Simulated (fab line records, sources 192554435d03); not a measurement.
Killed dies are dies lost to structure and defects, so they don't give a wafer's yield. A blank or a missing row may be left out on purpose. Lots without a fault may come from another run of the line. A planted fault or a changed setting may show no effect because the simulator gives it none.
Chamber matching | flow n5_finfet | N5_HKMG_FIN_CMP_94 on cmp-01: 4 sister chambers
The step polishes, stops on SiNx, t overpolish 4.7 s, target thk 43.299 nm. 18 wafers are shown with their chamber, then 9 later ones without.

WAFERS WITH THEIR CHAMBER
wafer  | chamber | motor_current_A (A) | slurry_flow_ml_min
L078.1 | 0       | 14.9                | 150.6
L078.5 | 1       | 13.0                | 149.3
L078.6 | 2       | 12.2                | 149.9
L081.1 | 0       | 14.6                | 149.6
L081.3 | 3       | 12.0                | 150.1
L081.5 | 1       | 12.9                | 150.3
L082.2 | 1       | 12.4                | 150.0
L082.3 | 2       | 11.8                | 149.8
L082.5 | 2       | 13.1                | 149.6
L083.2 | 1       | 13.2                | 150.0
L083.3 | 3       | 12.9                | 149.9
L083.6 | 0       | 14.9                | 149.4
L084.1 | 1       | 13.2                | 149.3
L084.5 | 3       | 11.9                | 150.2
L084.6 | 0       | 15.2                | 149.8
L087.2 | 0       | 15.0                | 150.2
L087.3 | 3       | 12.4                | 149.8
L087.5 | 3       | 12.2                | 149.6

SIGNATURES (means of the wafers above)
reading            | chamber 0 | chamber 1 | chamber 2 | chamber 3 | scatter within a chamber
motor_current_A    | 14.920    | 12.940    | 12.367    | 12.280    | 0.39
slurry_flow_ml_min | 149.920   | 149.780   | 149.767   | 149.920   | 0.381
Rule: a wafer's distance from a chamber is the root of the sum, over the readings, of the square of ((its reading less the chamber's mean) divided by the reading's scatter). The wafer belongs to the nearest chamber; if the next one is less than 2 further off, it can't be placed. The scatter: the root of (the sum of the squares of (reading less its chamber's mean) over the shown wafers, divided by (wafers less chambers)).

WAFERS WITHOUT THEIR CHAMBER
wafer  | motor_current_A (A) | slurry_flow_ml_min
L089.1 | 11.1                | 151.1
L089.2 | 14.4                | 150.0
L089.3 | 12.2                | 149.7
L090.1 | 11.9                | 150.4
L090.5 | 14.5                | 150.2
L090.6 | 13.2                | 149.7
L095.1 | 12.3                | 149.7
L095.2 | 12.0                | 149.3
L095.4 | 13.0                | 149.9

WHICH CHAMBER EACH WENT THROUGH
wafer  | from the rows above          | in truth
L089.1 | can't be placed: 3 or 2 or 1 | 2
L089.2 | 0                            | 0
L089.3 | can't be placed: 2 or 3 or 1 | 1
L090.1 | can't be placed: 3 or 2 or 1 | 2
L090.5 | 0                            | 0
L090.6 | can't be placed: 1 or 2 or 3 | 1
L095.1 | can't be placed: 2 or 3 or 1 | 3
L095.2 | can't be placed: 2 or 3 or 1 | 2
L095.4 | can't be placed: 1 or 2 or 3 | 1
Placed correctly: 2 of 9. Can't be placed from these rows: 7 (the true chamber is among the candidates in 7). Placed wrongly: 0.
